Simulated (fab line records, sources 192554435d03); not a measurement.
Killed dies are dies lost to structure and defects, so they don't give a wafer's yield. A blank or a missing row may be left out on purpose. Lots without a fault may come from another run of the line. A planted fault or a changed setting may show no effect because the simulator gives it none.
Chamber matching | flow n5_finfet | N5_MOL_CONTACT_COAG_CMP_23 on cmp-03: 4 sister chambers
The step polishes, stops on SiO2, t overpolish 1.5 s, target thk 0 nm. 8 wafers are shown with their chamber, then 11 later ones without.

WAFERS WITH THEIR CHAMBER
wafer  | chamber | time_to_endpoint_s (s) | motor_current_A (A)
L084.1 | 1       | 8.9                    | 8.3
L084.3 | 2       | 6.3                    | 8.4
L087.5 | 0       | 11.1                   | 7.5
L087.6 | 3       | 11.5                   | 8.0
L088.3 | 0       | 12.1                   | 7.8
L088.4 | 3       | 8.6                    | 8.3
L088.6 | 2       | 7.8                    | 8.0
L089.3 | 1       | 10.6                   | 8.4

WAFERS WITHOUT THEIR CHAMBER
wafer  | time_to_endpoint_s (s) | motor_current_A (A)
L089.4 | 8.3                    | 8.4
L089.6 | 8.1                    | 7.9
L090.2 | 12.9                   | 7.8
L090.4 | 11.4                   | 7.7
L090.6 | 9.3                    | 7.9
L093.1 | 11.4                   | 7.8
L093.2 | 7.2                    | 8.4
L093.5 | 14.1                   | 7.8
L097.2 | 9.2                    | 7.9
L097.4 | 13.1                   | 7.7
L097.6 | 13.5                   | 7.9

WHICH CHAMBER EACH WENT THROUGH
wafer  | from the rows above               | in truth
L089.4 | can't be placed: 1 or 2 or 3      | 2
L089.6 | can't be placed: 2 or 3 or 1 or 0 | 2
L090.2 | can't be placed: 0 or 3           | 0
L090.4 | 0                                 | 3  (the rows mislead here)
L090.6 | can't be placed: 3 or 0 or 1 or 2 | 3
L093.1 | can't be placed: 0 or 3           | 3
L093.2 | can't be placed: 2 or 1 or 3      | 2
L093.5 | can't be placed: 0 or 3           | 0
L097.2 | can't be placed: 3 or 0 or 2 or 1 | 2
L097.4 | can't be placed: 0 or 3           | 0
L097.6 | can't be placed: 0 or 3 or 1      | 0
Placed correctly: 0 of 11. Can't be placed from these rows: 10 (the true chamber is among the candidates in 10). Placed wrongly: 1.
How it was worked out, from the rows above alone: a wafer's distance from a chamber is the root of the sum, over the readings, of the square of ((its reading less the chamber's mean) divided by the reading's scatter). The wafer belongs to the nearest chamber; if the next one is less than 2 further off, it can't be placed. A chamber's mean is the mean of its shown wafers. The scatter: the root of (the sum of the squares of (reading less its chamber's mean) over the shown wafers, divided by (wafers less chambers)).
